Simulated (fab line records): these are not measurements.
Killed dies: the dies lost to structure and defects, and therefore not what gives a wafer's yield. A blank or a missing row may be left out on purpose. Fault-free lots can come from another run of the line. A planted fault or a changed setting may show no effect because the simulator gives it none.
The tool behind it: which one? || flow n5_finfet || 30 wafers from 10 lots sampled at 5 of the route's 1938 steps

== WHAT THE GAUGES SHOWED, per wafer ==
N5_BEOL_M13_INSPECT_55: inspects for defects (darkfield). Usual: raw_defect_count 64, standard deviation 21.
{"lot": "L304", "measured": "day 11 08:16", "on": "defect_inspect-01", "raw_defect_count": "40 42 43", "flag": ""}
{"lot": "L310", "measured": "day 13 13:12", "on": "defect_inspect-01", "raw_defect_count": "53 62 71", "flag": ""}
{"lot": "L315", "measured": "day 14 03:36", "on": "defect_inspect-01", "raw_defect_count": "62 34 56", "flag": ""}
{"lot": "L318", "measured": "day 14 20:57", "on": "defect_inspect-01", "raw_defect_count": "61 62 74", "flag": ""}
{"lot": "L319", "measured": "day 15 00:44", "on": "defect_inspect-02", "raw_defect_count": "65 66 45", "flag": ""}
{"lot": "L320", "measured": "day 15 20:07", "on": "defect_inspect-02", "raw_defect_count": "58 99 125", "flag": ""}
{"lot": "L323", "measured": "day 16 12:48", "on": "defect_inspect-01", "raw_defect_count": "41 37 37", "flag": ""}
{"lot": "L327", "measured": "day 17 07:11", "on": "defect_inspect-01", "raw_defect_count": "55 90 91", "flag": ""}
{"lot": "L325", "measured": "day 17 10:16", "on": "defect_inspect-01", "raw_defect_count": "81 84 48", "flag": ""}
{"lot": "L326", "measured": "day 17 12:48", "on": "defect_inspect-01", "raw_defect_count": "69 60 55", "flag": ""}

N5_BEOL_M14_CD_MEAS_28: the cd target is 284.4 nm. Usual: cd_nm 283.4 nm, standard deviation 1.5.
{"lot": "L304", "measured": "day 11 10:01", "on": "cd_sem-01", "cd_nm (nm)": "281.7 281.8 281.3", "flag": ""}
{"lot": "L310", "measured": "day 13 14:41", "on": "cd_sem-02", "cd_nm (nm)": "283.5 283.6 281.9", "flag": ""}
{"lot": "L315", "measured": "day 14 04:59", "on": "cd_sem-03", "cd_nm (nm)": "283.4 284.1 283.6", "flag": ""}
{"lot": "L318", "measured": "day 14 22:28", "on": "cd_sem-01", "cd_nm (nm)": "283.5 283.4 285.4", "flag": ""}
{"lot": "L319", "measured": "day 15 02:23", "on": "cd_sem-01", "cd_nm (nm)": "283.0 285.8 283.3", "flag": ""}
{"lot": "L320", "measured": "day 15 21:39", "on": "cd_sem-03", "cd_nm (nm)": "278.2 277.7 279.7", "flag": "OFF"}
{"lot": "L323", "measured": "day 16 14:26", "on": "cd_sem-03", "cd_nm (nm)": "276.3 276.0 276.0", "flag": "OFF"}
{"lot": "L327", "measured": "day 17 08:42", "on": "cd_sem-01", "cd_nm (nm)": "283.7 282.1 281.8", "flag": ""}
{"lot": "L325", "measured": "day 17 11:51", "on": "cd_sem-01", "cd_nm (nm)": "283.2 285.9 283.8", "flag": ""}
{"lot": "L326", "measured": "day 17 14:16", "on": "cd_sem-02", "cd_nm (nm)": "282.5 282.8 283.3", "flag": ""}

== EACH LOT AND THE TOOL THAT RAN IT (in order: tool; ch and the chambers of the sampled wafers; start) ==
{"lot": "L304", "N5_BEOL_M13_CMP_49": "cmp-02 ch 0,3, day 11 07:49", "N5_BEOL_M14_ETCH_59": "rie_diel-06 ch 1,2, day 11 09:10", "N5_BEOL_M14_PEB_26": "litho_track-05 ch 0, day 11 09:53"}
{"lot": "L310", "N5_BEOL_M13_CMP_49": "cmp-01 ch 0,1, day 13 12:45", "N5_BEOL_M14_ETCH_59": "rie_diel-06 ch 0,2,3, day 13 13:58", "N5_BEOL_M14_PEB_26": "litho_track-05 ch 0, day 13 14:34"}
{"lot": "L315", "N5_BEOL_M13_CMP_49": "cmp-02 ch 0,3, day 14 03:09", "N5_BEOL_M14_ETCH_59": "rie_diel-06 ch 0,3, day 14 04:16", "N5_BEOL_M14_PEB_26": "litho_track-02 ch 0, day 14 04:52"}
{"lot": "L318", "N5_BEOL_M13_CMP_49": "cmp-01 ch 0,1, day 14 20:30", "N5_BEOL_M14_ETCH_59": "rie_diel-02 ch 1,2,3, day 14 21:44", "N5_BEOL_M14_PEB_26": "litho_track-02 ch 0, day 14 22:20"}
{"lot": "L319", "N5_BEOL_M13_CMP_49": "cmp-04 ch 0,2, day 15 00:20", "N5_BEOL_M14_ETCH_59": "rie_diel-02 ch 0,1,2, day 15 01:31", "N5_BEOL_M14_PEB_26": "litho_track-05 ch 0, day 15 02:16"}
{"lot": "L320", "N5_BEOL_M13_CMP_49": "cmp-04 ch 0,1, day 15 19:38", "N5_BEOL_M14_ETCH_59": "rie_diel-06 ch 0,2,3, day 15 20:54", "N5_BEOL_M14_PEB_26": "litho_track-05 ch 0, day 15 21:32"}
{"lot": "L323", "N5_BEOL_M13_CMP_49": "cmp-02 ch 0,1,3, day 16 12:21", "N5_BEOL_M14_ETCH_59": "rie_diel-03 ch 0,1,3, day 16 13:35", "N5_BEOL_M14_PEB_26": "litho_track-05 ch 0, day 16 14:19"}
{"lot": "L327", "N5_BEOL_M13_CMP_49": "cmp-01 ch 2,3, day 17 06:44", "N5_BEOL_M14_ETCH_59": "rie_diel-02 ch 0,1,2, day 17 07:51", "N5_BEOL_M14_PEB_26": "litho_track-02 ch 0, day 17 08:35"}
{"lot": "L325", "N5_BEOL_M13_CMP_49": "cmp-04 ch 0,1,3, day 17 09:49", "N5_BEOL_M14_ETCH_59": "rie_diel-02 ch 0,1,3, day 17 11:07", "N5_BEOL_M14_PEB_26": "litho_track-04 ch 0, day 17 11:44"}
{"lot": "L326", "N5_BEOL_M13_CMP_49": "cmp-04 ch 0,2,3, day 17 12:22", "N5_BEOL_M14_ETCH_59": "rie_diel-06 ch 0,2,3, day 17 13:32", "N5_BEOL_M14_PEB_26": "litho_track-02 ch 0, day 17 14:09"}
- N5_BEOL_M13_CMP_49: polishes, stops on SiOC, t overpolish 17.1 s, target thk 420 nm.
- N5_BEOL_M14_ETCH_59: etches BARC in N2/H2, target depth 89 nm, overetch 26.7 nm, time 67.9 s.
- N5_BEOL_M14_PEB_26: peb time 90 s.

== WHAT THE TOOLS THEMSELVES READ (means of the sampled wafers that have a number; where no wafer has one, the mark that the record gives instead) ==
N5_BEOL_M13_CMP_49. Usual: barrier_field_endpoint_s 30.7 s, standard deviation 0.78; edge_zone_pressure_frac 1.000, standard deviation 0.0048; motor_current_A 5.8 A, standard deviation 0.87; overpolish_run_s 17.099 s, standard deviation 0.0087; slurry_filter_dp_kPa 13.49 kPa, standard deviation 0.12.
{"lot": "L304", "tool": "cmp-02", "barrier_field_endpoint_s (s)": 30.9, "edge_zone_pressure_frac": 1.006, "motor_current_A (A)": 5.4, "overpolish_run_s (s)": 17.105, "slurry_filter_dp_kPa (kPa)": 13.55, "flag": ""}
{"lot": "L310", "tool": "cmp-01", "barrier_field_endpoint_s (s)": 30.7, "edge_zone_pressure_frac": 1.005, "motor_current_A (A)": 6.7, "overpolish_run_s (s)": 17.105, "slurry_filter_dp_kPa (kPa)": 13.48, "flag": ""}
{"lot": "L315", "tool": "cmp-02", "barrier_field_endpoint_s (s)": 30.5, "edge_zone_pressure_frac": 1.004, "motor_current_A (A)": 5.0, "overpolish_run_s (s)": 17.094, "slurry_filter_dp_kPa (kPa)": 13.45, "flag": ""}
{"lot": "L318", "tool": "cmp-01", "barrier_field_endpoint_s (s)": 30.5, "edge_zone_pressure_frac": 1.000, "motor_current_A (A)": 6.7, "overpolish_run_s (s)": 17.096, "slurry_filter_dp_kPa (kPa)": 13.55, "flag": ""}
{"lot": "L319", "tool": "cmp-04", "barrier_field_endpoint_s (s)": 30.5, "edge_zone_pressure_frac": 1.000, "motor_current_A (A)": 5.2, "overpolish_run_s (s)": 17.104, "slurry_filter_dp_kPa (kPa)": 13.53, "flag": ""}
{"lot": "L320", "tool": "cmp-04", "barrier_field_endpoint_s (s)": 31.7, "edge_zone_pressure_frac": 0.999, "motor_current_A (A)": 5.3, "overpolish_run_s (s)": 17.100, "slurry_filter_dp_kPa (kPa)": 13.49, "flag": ""}
{"lot": "L323", "tool": "cmp-02", "barrier_field_endpoint_s (s)": 30.4, "edge_zone_pressure_frac": 1.007, "motor_current_A (A)": 5.5, "overpolish_run_s (s)": 17.100, "slurry_filter_dp_kPa (kPa)": 13.47, "flag": ""}
{"lot": "L327", "tool": "cmp-01", "barrier_field_endpoint_s (s)": 31.2, "edge_zone_pressure_frac": 1.003, "motor_current_A (A)": 6.8, "overpolish_run_s (s)": 17.096, "slurry_filter_dp_kPa (kPa)": 13.57, "flag": ""}
{"lot": "L325", "tool": "cmp-04", "barrier_field_endpoint_s (s)": 29.8, "edge_zone_pressure_frac": 1.002, "motor_current_A (A)": 5.6, "overpolish_run_s (s)": 17.102, "slurry_filter_dp_kPa (kPa)": 13.51, "flag": ""}
{"lot": "L326", "tool": "cmp-04", "barrier_field_endpoint_s (s)": 30.0, "edge_zone_pressure_frac": 0.997, "motor_current_A (A)": 5.6, "overpolish_run_s (s)": 17.105, "slurry_filter_dp_kPa (kPa)": 13.53, "flag": ""}

N5_BEOL_M14_ETCH_59. Usual: drypump_motor_current_A 5.6 A, standard deviation 0.56; oes_product_au 0.65 a.u., standard deviation 0.039; rf_vpp_V 522.9 V, standard deviation 2.1; showerhead_plenum_p_Torr 2.50 Torr, standard deviation 0.072; throttle_valve_pct 17.93 %, standard deviation 0.24.
{"lot": "L304", "tool": "rie_diel-06", "drypump_motor_current_A (A)": 5.2, "oes_product_au (a.u.)": 0.66, "rf_vpp_V (V)": 521.2, "showerhead_plenum_p_Torr (Torr)": 2.43, "throttle_valve_pct (%)": 17.80, "flag": ""}
{"lot": "L310", "tool": "rie_diel-06", "drypump_motor_current_A (A)": 6.1, "oes_product_au (a.u.)": 0.68, "rf_vpp_V (V)": 521.6, "showerhead_plenum_p_Torr (Torr)": 2.49, "throttle_valve_pct (%)": 17.95, "flag": ""}
{"lot": "L315", "tool": "rie_diel-06", "drypump_motor_current_A (A)": 6.5, "oes_product_au (a.u.)": 0.66, "rf_vpp_V (V)": 523.8, "showerhead_plenum_p_Torr (Torr)": 2.53, "throttle_valve_pct (%)": 18.09, "flag": ""}
{"lot": "L318", "tool": "rie_diel-02", "drypump_motor_current_A (A)": 5.2, "oes_product_au (a.u.)": 0.67, "rf_vpp_V (V)": 522.9, "showerhead_plenum_p_Torr (Torr)": 2.52, "throttle_valve_pct (%)": 18.06, "flag": ""}
{"lot": "L319", "tool": "rie_diel-02", "drypump_motor_current_A (A)": 5.2, "oes_product_au (a.u.)": 0.66, "rf_vpp_V (V)": 521.9, "showerhead_plenum_p_Torr (Torr)": 2.48, "throttle_valve_pct (%)": 18.14, "flag": ""}
{"lot": "L320", "tool": "rie_diel-06", "drypump_motor_current_A (A)": 6.1, "oes_product_au (a.u.)": 0.66, "rf_vpp_V (V)": 522.0, "showerhead_plenum_p_Torr (Torr)": 2.48, "throttle_valve_pct (%)": 17.98, "flag": ""}
{"lot": "L323", "tool": "rie_diel-03", "drypump_motor_current_A (A)": 5.9, "oes_product_au (a.u.)": 0.65, "rf_vpp_V (V)": 525.5, "showerhead_plenum_p_Torr (Torr)": 2.58, "throttle_valve_pct (%)": 17.66, "flag": ""}
{"lot": "L327", "tool": "rie_diel-02", "drypump_motor_current_A (A)": 5.2, "oes_product_au (a.u.)": 0.64, "rf_vpp_V (V)": 521.1, "showerhead_plenum_p_Torr (Torr)": 2.47, "throttle_valve_pct (%)": 18.18, "flag": ""}
{"lot": "L325", "tool": "rie_diel-02", "drypump_motor_current_A (A)": 5.3, "oes_product_au (a.u.)": 0.62, "rf_vpp_V (V)": 523.3, "showerhead_plenum_p_Torr (Torr)": 2.53, "throttle_valve_pct (%)": 18.06, "flag": ""}
{"lot": "L326", "tool": "rie_diel-06", "drypump_motor_current_A (A)": 6.1, "oes_product_au (a.u.)": 0.65, "rf_vpp_V (V)": 522.9, "showerhead_plenum_p_Torr (Torr)": 2.48, "throttle_valve_pct (%)": 18.00, "flag": ""}

N5_BEOL_M14_PEB_26. Usual: heater_power_total_W 172.4 W, standard deviation 0.74; plate_temp_C 129.95 C, standard deviation 0.14.
{"lot": "L304", "tool": "litho_track-05", "heater_power_total_W (W)": 171.8, "plate_temp_C (C)": 130.08, "flag": ""}
{"lot": "L310", "tool": "litho_track-05", "heater_power_total_W (W)": 172.4, "plate_temp_C (C)": 129.74, "flag": ""}
{"lot": "L315", "tool": "litho_track-02", "heater_power_total_W (W)": 172.7, "plate_temp_C (C)": 129.86, "flag": ""}
{"lot": "L318", "tool": "litho_track-02", "heater_power_total_W (W)": 172.2, "plate_temp_C (C)": 130.20, "flag": ""}
{"lot": "L319", "tool": "litho_track-05", "heater_power_total_W (W)": 172.7, "plate_temp_C (C)": 129.89, "flag": ""}
{"lot": "L320", "tool": "litho_track-05", "heater_power_total_W (W)": 170.1, "plate_temp_C (C)": 128.97, "flag": "OFF"}
{"lot": "L323", "tool": "litho_track-05", "heater_power_total_W (W)": 170.0, "plate_temp_C (C)": 128.90, "flag": "OFF"}
{"lot": "L327", "tool": "litho_track-02", "heater_power_total_W (W)": 172.7, "plate_temp_C (C)": 129.91, "flag": ""}
{"lot": "L325", "tool": "litho_track-04", "heater_power_total_W (W)": 171.7, "plate_temp_C (C)": 130.03, "flag": ""}
{"lot": "L326", "tool": "litho_track-02", "heater_power_total_W (W)": 172.7, "plate_temp_C (C)": 129.85, "flag": ""}

== THE ANSWER, worked out from the rows above alone ==
Rule: take the mean of a lot's wafers that have a number; if it is more than 3 standard deviations from the usual mean, the lot is off. A lot without any number at a reading at which 4 lots or more have one is off too. Where the step has rows for the other lots, those lots are counted as sound. First the gauges in route order, then the tools' own readings, where a lot's mean is used as printed above. At the first step where some lot is off, the reading lying furthest off is the one used; lots without a number count as furthest.
Off, at N5_BEOL_M14_CD_MEAS_28 on cd_nm: L320, L323.
If a tool, at a process step before that reading, ran all the lots that are off and no sound lot after the first of them, it fits. The gauges at N5_BEOL_M14_CD_MEAS_28 aren't tried: what is off there is off at N5_BEOL_M14_PEB_26 too, on other tools, and a gauge's error can't cause that. One fits: litho_track-05 at N5_BEOL_M14_PEB_26. Its last sound lot is L319 (day 15 02:16), its first lot that is off L320 (day 15 21:32): a fault that began between those two fits.
The tool's own readings at N5_BEOL_M14_PEB_26 bear it out: on the lots that are off they differ by more than 5 times the standard deviation of the sound lots' means. heater_power_total_W reads 170.1 W there against 172.4 W on the sound lots; plate_temp_C reads 128.94 C there against 129.94 C on the sound lots.

== WHAT HAD BEEN PUT IN BY THE SIMULATOR ==
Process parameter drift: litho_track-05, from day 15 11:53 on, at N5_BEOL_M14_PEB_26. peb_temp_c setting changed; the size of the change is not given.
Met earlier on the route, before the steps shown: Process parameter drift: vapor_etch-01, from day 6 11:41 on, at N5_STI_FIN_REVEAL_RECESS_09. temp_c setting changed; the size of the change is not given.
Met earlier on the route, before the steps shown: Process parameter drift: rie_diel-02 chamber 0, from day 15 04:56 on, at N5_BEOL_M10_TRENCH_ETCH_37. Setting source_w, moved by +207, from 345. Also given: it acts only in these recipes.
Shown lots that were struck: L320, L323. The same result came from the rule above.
